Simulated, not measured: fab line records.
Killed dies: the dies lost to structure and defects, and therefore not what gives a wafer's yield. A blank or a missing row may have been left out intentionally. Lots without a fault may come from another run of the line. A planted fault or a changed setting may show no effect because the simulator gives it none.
Chamber matching ; flow n5_finfet ; 4 sister chambers for N5_MOL_CONTACT_COAG_ETCH_59 on rie_diel-06
The step etches underlayer in N2/H2, target depth 13 nm, time 10.4 s. 4 wafers are shown with their chamber, then 9 later ones without.

EACH WAFER AND ITS CHAMBER
wafer;chamber;drypump_motor_current_A (A)
L082.5;3;6.4
L084.2;1;5.9
L084.3;2;6.2
L084.6;0;4.9

WAFERS WITHOUT THEIR CHAMBER
wafer;drypump_motor_current_A (A)
L087.1;4.9
L087.5;4.9
L087.6;6.2
L093.3;4.9
L093.4;6.4
L093.6;5.9
L097.3;6.2
L097.5;6.5
L097.6;4.9

WHICH CHAMBER EACH WENT THROUGH
wafer;from the rows above;in truth
L087.1;0;0
L087.5;0;0
L087.6;2;2
L093.3;0;0
L093.4;3;3
L093.6;1;1
L097.3;2;2
L097.5;3;3
L097.6;0;0
Correct placement for 9 of the 9. Can't be placed from these rows: 0. Wrongly placed: 0.
How it was worked out, from the rows above alone: a wafer's distance from a chamber is the root of the sum, over the readings, of the square of ((its reading less the chamber's mean) divided by the reading's scatter). If the next closest chamber is less than 2 further off than the closest, the wafer can't be placed; otherwise it belongs to the closest. A chamber's mean is the mean of its shown wafers. The scatter: with one shown wafer a chamber, the root of the mean of the squares of how far each hidden wafer lies from its nearest shown one.
